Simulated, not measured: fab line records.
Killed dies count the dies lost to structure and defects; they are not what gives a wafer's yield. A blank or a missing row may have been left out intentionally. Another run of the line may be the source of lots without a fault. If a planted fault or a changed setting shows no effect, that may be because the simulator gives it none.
Matching of chambers || flow nand_harc || NHARC_A_STAIRCASE_ALD_420 on ald_hk-01 has 4 sister chambers
The step deposits SiO2, target thk 20 nm, pulse time 6 s, ald cycles 200. 15 wafers are shown with their chamber, then 7 later ones without.

## WAFERS PAIRED WITH THEIR CHAMBERS
{"wafer": "L489.1", "chamber": 3, "heater_power_w (W)": 467, "precursor_pulse_height_rel": 0.992}
{"wafer": "L489.2", "chamber": 1, "heater_power_w (W)": 423, "precursor_pulse_height_rel": 1.005}
{"wafer": "L489.5", "chamber": 0, "heater_power_w (W)": 418, "precursor_pulse_height_rel": 1.010}
{"wafer": "L492.2", "chamber": 3, "heater_power_w (W)": 474, "precursor_pulse_height_rel": 1.009}
{"wafer": "L492.3", "chamber": 1, "heater_power_w (W)": 417, "precursor_pulse_height_rel": 0.977}
{"wafer": "L492.6", "chamber": 1, "heater_power_w (W)": 423, "precursor_pulse_height_rel": 0.978}
{"wafer": "L494.3", "chamber": 3, "heater_power_w (W)": 465, "precursor_pulse_height_rel": 1.012}
{"wafer": "L494.4", "chamber": 1, "heater_power_w (W)": 442, "precursor_pulse_height_rel": 1.000}
{"wafer": "L494.5", "chamber": 2, "heater_power_w (W)": 560, "precursor_pulse_height_rel": 1.007}
{"wafer": "L500.1", "chamber": 1, "heater_power_w (W)": 430, "precursor_pulse_height_rel": 1.028}
{"wafer": "L500.3", "chamber": 0, "heater_power_w (W)": 424, "precursor_pulse_height_rel": 1.030}
{"wafer": "L500.5", "chamber": 0, "heater_power_w (W)": 434, "precursor_pulse_height_rel": 0.997}
{"wafer": "L499.1", "chamber": 0, "heater_power_w (W)": 433, "precursor_pulse_height_rel": 1.030}
{"wafer": "L499.3", "chamber": 3, "heater_power_w (W)": 443, "precursor_pulse_height_rel": 0.972}
{"wafer": "L499.6", "chamber": 2, "heater_power_w (W)": 554, "precursor_pulse_height_rel": 1.020}

SIGNATURES (averages over the wafers above)
{"reading": "heater_power_w", "chamber 0": 427.25, "chamber 1": 427.00, "chamber 2": 557.00, "chamber 3": 462.25, "scatter within a chamber": 9.99}
{"reading": "precursor_pulse_height_rel", "chamber 0": 1.01675, "chamber 1": 0.99760, "chamber 2": 1.01350, "chamber 3": 0.99625, "scatter within a chamber": 0.0183}
Rule: for a wafer and a chamber, the distance is found by dividing, reading by reading, the gap between the wafer's reading and the chamber's mean by the reading's scatter, squaring, summing and taking the root. If the next closest chamber is less than 2 further off than the closest, the wafer can't be placed; otherwise it belongs to the closest. How the scatter is found: for the shown wafers, subtract from each reading the mean of its chamber, square and add these, divide the total by (wafers less chambers), then take the root.

## WAFERS MISSING THEIR CHAMBER
{"wafer": "L502.2", "heater_power_w (W)": 420, "precursor_pulse_height_rel": 1.021}
{"wafer": "L506.1", "heater_power_w (W)": 541, "precursor_pulse_height_rel": 0.999}
{"wafer": "L506.5", "heater_power_w (W)": 453, "precursor_pulse_height_rel": 1.024}
{"wafer": "L506.6", "heater_power_w (W)": 553, "precursor_pulse_height_rel": 1.009}
{"wafer": "L512.1", "heater_power_w (W)": 533, "precursor_pulse_height_rel": 0.999}
{"wafer": "L512.2", "heater_power_w (W)": 435, "precursor_pulse_height_rel": 1.004}
{"wafer": "L512.5", "heater_power_w (W)": 544, "precursor_pulse_height_rel": 0.996}

## EACH ONE'S CHAMBER
{"wafer": "L502.2", "from the rows above": "can't be placed: 0 or 1", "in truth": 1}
{"wafer": "L506.1", "from the rows above": 2, "in truth": 2}
{"wafer": "L506.5", "from the rows above": "can't be placed: 3 or 0 or 1", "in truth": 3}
{"wafer": "L506.6", "from the rows above": 2, "in truth": 2}
{"wafer": "L512.1", "from the rows above": 2, "in truth": 2}
{"wafer": "L512.2", "from the rows above": "can't be placed: 1 or 0 or 3", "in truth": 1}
{"wafer": "L512.5", "from the rows above": 2, "in truth": 2}
Correct placement for 4 of the 7. These rows do not allow placing 3 (true chamber among the candidates in 3). Placed wrongly: 0.
